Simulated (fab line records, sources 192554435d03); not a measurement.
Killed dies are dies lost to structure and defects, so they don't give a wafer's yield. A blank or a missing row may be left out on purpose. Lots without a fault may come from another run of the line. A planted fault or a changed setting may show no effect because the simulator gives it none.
Split-lot experiment | flow n5_finfet | 7 lots, 39 wafers read, on a route of 1938 steps

THE SPLIT
At N5_GATE_CUT_ETCH_58 (etches SiNx in CH3F/O2, target depth 17 nm, time 128.6 s), the setting time_s was moved away from the recipe's 128.6 s on 9 of the 39 wafers read, by -15.2% to +13.2%. The other wafers ran this setting at the recipe's value.

The reading is taken at the split's own step.

THE READING
etch.depth_nm (the simulator's own value, which no gauge read), in nm, at N5_GATE_CUT_ETCH_58 (etches SiNx in CH3F/O2, target depth 17 nm, time 128.6 s). The file gives no usual value for it. The 30 wafers here that ran the recipe average 16.89 nm, standard deviation 0.28 nm.

wafer  | tool, chamber at the split | time_s as run, s | against the recipe | etch.depth_nm, nm | against lot-mates on the recipe
L075.1 | rie_diel-02, 3             | 128.6            | recipe             | 17.49             | -
L075.2 | rie_diel-02, 0             | 128.6            | recipe             | 16.37             | -
L075.3 | rie_diel-02, 2,1           | 111.3            | -13.5%             | 14.62             | -2.26
L075.4 | rie_diel-02, 2,1           | 111.3            | -13.5%             | 14.62             | -2.26
L075.5 | rie_diel-02, 1             | 128.6            | recipe             | 16.77             | -
L075.6 | rie_diel-02, 2             | 111.3            | -13.5%             | 14.82             | -2.06
L082.1 | rie_diel-03, 1             | 109              | -15.2%             | 14.4              | -2.26
L082.2 | rie_diel-03, 2             | 128.6            | recipe             | 16.83             | -
L082.3 | rie_diel-03, 0             | 128.6            | recipe             | 16.52             | -
L082.4 | rie_diel-03, 0             | 128.6            | recipe             | 16.63             | -
L082.5 | rie_diel-03, 2             | 109              | -15.2%             | 14.37             | -2.29
L082.6 | rie_diel-03, 1             | 109              | -15.2%             | 14.47             | -2.19
L084.1 | rie_diel-03, 2             | 128.6            | recipe             | 16.88             | -
L084.2 | rie_diel-03, 1             | 145.6            | +13.2%             | 19.27             | +2.29
L084.3 | rie_diel-03, 0             | 145.6            | +13.2%             | 18.78             | +1.80
L084.4 | rie_diel-03, 2             | 128.6            | recipe             | 16.96             | -
L084.5 | rie_diel-03, 0             | 145.6            | +13.2%             | 18.88             | +1.90
L084.6 | rie_diel-03, 1             | 128.6            | recipe             | 17.11             | -
L087.1 | rie_diel-04, 1             | 128.6            | recipe             | 17.13             | -
L087.2 | rie_diel-04, 0             | 128.6            | recipe             | 16.77             | -
L087.3 | rie_diel-04, 3             | 128.6            | recipe             | 16.96             | -
L087.4 | rie_diel-04, 2             | 128.6            | recipe             | 16.68             | -
L087.5 | rie_diel-04, 2             | 128.6            | recipe             | 16.59             | -
L087.6 | rie_diel-04, 3             | 128.6            | recipe             | 16.98             | -
L093.1 | rie_diel-04, 2             | 128.6            | recipe             | 16.56             | -
L093.2 | rie_diel-04, 3             | 128.6            | recipe             | 17.17             | -
L093.3 | rie_diel-04, 0             | 128.6            | recipe             | 16.73             | -
L093.4 | rie_diel-04, 1             | 128.6            | recipe             | 17.32             | -
L093.5 | rie_diel-04, 0             | 128.6            | recipe             | 16.65             | -
L093.6 | rie_diel-04, 1             | 128.6            | recipe             | 17.3              | -
L095.1 | rie_diel-04, 3             | 128.6            | recipe             | 17.14             | -
L095.2 | rie_diel-04, 0             | 128.6            | recipe             | 16.61             | -
L095.3 | rie_diel-04, 1             | 128.6            | recipe             | 17.21             | -
L095.6 | rie_diel-04, 1             | 128.6            | recipe             | 17.21             | -
L095.4 | rie_diel-04, 2             | 128.6            | recipe             | 16.67             | -
L095.5 | rie_diel-04, 2             | 128.6            | recipe             | 16.6              | -
L097.1 | rie_diel-03, 1             | 128.6            | recipe             | 16.74             | -
L097.3 | rie_diel-03, 3             | 128.6            | recipe             | 17.14             | -
L097.5 | rie_diel-03, 3             | 128.6            | recipe             | 17.04             | -
Where a row lists several chambers, the file gives one row for several wafers and doesn't say which wafer went through which chamber.

THE FIT
A straight line over all 39 wafers: etch.depth_nm changes by +0.161 nm for each +1% of time_s; r = +0.97; the points scatter about the line by 0.26 nm.
The same after taking each lot's own level away (the mean of its wafers on the recipe; 39 wafers): +0.153 nm for each +1%; r = +0.97; scatter 0.25 nm.
On that fit, the largest move of time_s shifts the reading by 2.3 nm.
The lots' own levels span 16.660 to 16.983 nm, that is 1.2 times the standard deviation above.
So the lot-to-lot level changes the slope little: the two slopes agree.
Check: with one of the wafers moved furthest among these (-15.2%) left out of the fit, the line predicts -2.35 nm for it against its lot-mates. It came out at -2.26 nm against them.

OTHER SPLITS ON THESE WAFERS
These wafers also went through other splits before the reading. Each is held against what the fit with the lots' levels taken away leaves over:
other split on the same wafers  | wafers away from the commonest value | r with etch.depth_nm (lot level and that fit taken away)
N5_DUMMY_GATE_EXPOSE_12 dose_mj | 18                                   | +0.01

THE FILE'S OWN FIT
etch.depth_nm changes by +0.153 nm for each +1% of time_s, r = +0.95.
